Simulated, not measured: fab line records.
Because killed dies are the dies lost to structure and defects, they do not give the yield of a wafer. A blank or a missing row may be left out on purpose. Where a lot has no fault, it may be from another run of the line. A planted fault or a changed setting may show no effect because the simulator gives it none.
Chamber matching -- flow n5-finfet -- N5_STI_FIN_REVEAL_ALD_14 on ald-sin-02: 4 sister chambers
The step deposits Si3N4, target thk 3 nm. 8 wafers are shown with their chamber, then 8 later ones without.

== WAFERS PAIRED WITH THEIR CHAMBERS ==
wafer,chamber,heater-power-w (W)
L083.5,3,731
L084.1,1,756
L084.3,3,748
L084.5,1,764
L084.6,0,859
L085.4,0,879
L085.5,2,1145
L086.1,2,1119

== WAFERS WITH NO CHAMBER GIVEN ==
wafer,heater-power-w (W)
L086.2,868
L086.3,748
L086.4,745
L086.5,1139
L086.6,764
L096.1,732
L096.5,1149
L096.6,764

== WHICH CHAMBER EACH ONE RAN IN ==
wafer,from the rows above,in truth
L086.2,0,0
L086.3,can't be placed: 3 or 1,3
L086.4,can't be placed: 3 or 1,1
L086.5,2,2
L086.6,can't be placed: 1 or 3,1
L096.1,can't be placed: 3 or 1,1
L096.5,2,2
L096.6,can't be placed: 1 or 3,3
Correct placement for 3 of the 8. From these rows, 5 cannot be placed; in 5 the true chamber is one of the candidates. Placed wrongly: 0.
How it was worked out, from the rows above alone: a wafer's distance from a chamber is the root of the sum, over the readings, of the square of ((its reading less the chamber's mean) divided by the reading's scatter). If the next closest chamber is less than 2 further off than the closest, the wafer can't be placed; otherwise it belongs to the closest. The mean given for a chamber averages the wafers shown for that chamber. How the scatter is found: for the shown wafers, subtract from each reading the mean of its chamber, square and add these, divide the total by (wafers less chambers), then take the root.
